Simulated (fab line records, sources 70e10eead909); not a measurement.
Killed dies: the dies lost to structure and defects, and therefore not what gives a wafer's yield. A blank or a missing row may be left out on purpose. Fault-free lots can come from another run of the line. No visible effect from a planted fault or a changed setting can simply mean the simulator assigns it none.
2 desks, one fault || flow nand harc || each desk holds nothing but its own numbers, with what lay behind them at the end

DESK OF THE TOOL OWNER: rie diel-04
The tool's own readings at NHARC_P_M0_ETCH_15 (etches the open film in C4F8/Ar, target depth 150 nm, overetch 15 nm, time 82.5 s): means of the sampled wafers that have a number, for each lot that ran on this tool. A lot is out of limits, marked OUT, if its mean lies more than 4 standard deviations from the usual mean; the brackets give that distance.
Columns: A = oes product au at NHARC_P_M0_ETCH_15, usual 0.959 a.u.; B = rf fwd power W at NHARC_P_M0_ETCH_15, usual 595.3 W; C = rf vpp V at NHARC_P_M0_ETCH_15, usual 441.9 V; D = run length s at NHARC_P_M0_ETCH_15, usual 103.9 s
{"lot": "L480", "first seen here": "day 6 11:40", "A": 0.940, "B": 595.9, "C": 443.5, "D": 103.3}
{"lot": "L499", "first seen here": "day 14 02:18", "A": 0.924, "B": 596.0, "C": 442.7, "D": "100.2 (-7.0) OUT"}
{"lot": "L500", "first seen here": "day 14 09:08", "A": 0.922, "B": 596.0, "C": 443.2, "D": "100.5 (-6.5) OUT"}
{"lot": "L501", "first seen here": "day 14 15:36", "A": 0.918, "B": 595.7, "C": 443.2, "D": "100.3 (-6.9) OUT"}
This desk's verdict: out of limits on L499, L500, L501, starting with L499 at day 14 02:18 (run length s at NHARC_P_M0_ETCH_15). In limits: L480.

THE DEFECT DESK
What the inspections along the route counted, lot by lot: means of the sampled wafers that have a number. A lot is out of limits, marked OUT, if its mean lies more than 4 standard deviations from the usual mean; the brackets give that distance.
Columns: A = raw defect count at NHARC_P_CONTACT_INSPECT_27, usual 297
{"lot": "L480", "first seen here": "day 6 10:21", "A": 289}
{"lot": "L482", "first seen here": "day 6 16:02", "A": 142}
{"lot": "L484", "first seen here": "day 7 17:18", "A": 166}
{"lot": "L486", "first seen here": "day 8 11:26", "A": 206}
{"lot": "L487", "first seen here": "day 9 00:24", "A": 246}
{"lot": "L488", "first seen here": "day 9 06:25", "A": 260}
{"lot": "L489", "first seen here": "day 9 15:03", "A": 414}
{"lot": "L492", "first seen here": "day 10 18:21", "A": 505}
{"lot": "L493", "first seen here": "day 11 14:31", "A": 373}
{"lot": "L497", "first seen here": "day 13 01:08", "A": 380}
{"lot": "L499", "first seen here": "day 14 00:59", "A": 301}
{"lot": "L500", "first seen here": "day 14 07:23", "A": 209}
{"lot": "L501", "first seen here": "day 14 14:20", "A": 266}
{"lot": "L502", "first seen here": "day 15 01:48", "A": 263}
{"lot": "L503", "first seen here": "day 15 18:09", "A": 438}
This desk's finding: nothing out of limits on any of the 15 lots.

ALL TOGETHER
The tool owner's desk could have raised an alarm at day 14 02:18, on L499, L500, L501.
Nothing out of limits was seen by the defect desk.
The defect desk has L499, L500, L501 on record, within its limits.
All the named lots went through NHARC_P_M0_ETCH_15 on rie diel-04.

WHAT THE SIMULATOR HAD INSERTED
rie diel-04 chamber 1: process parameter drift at NHARC_P_M0_ETCH_15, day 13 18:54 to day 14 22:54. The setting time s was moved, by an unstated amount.
Shown lots that were struck: L499, L500, L501.
Time in hours from fault onset to the first out-of-limits reading at each desk: the tool owner's desk, 7.
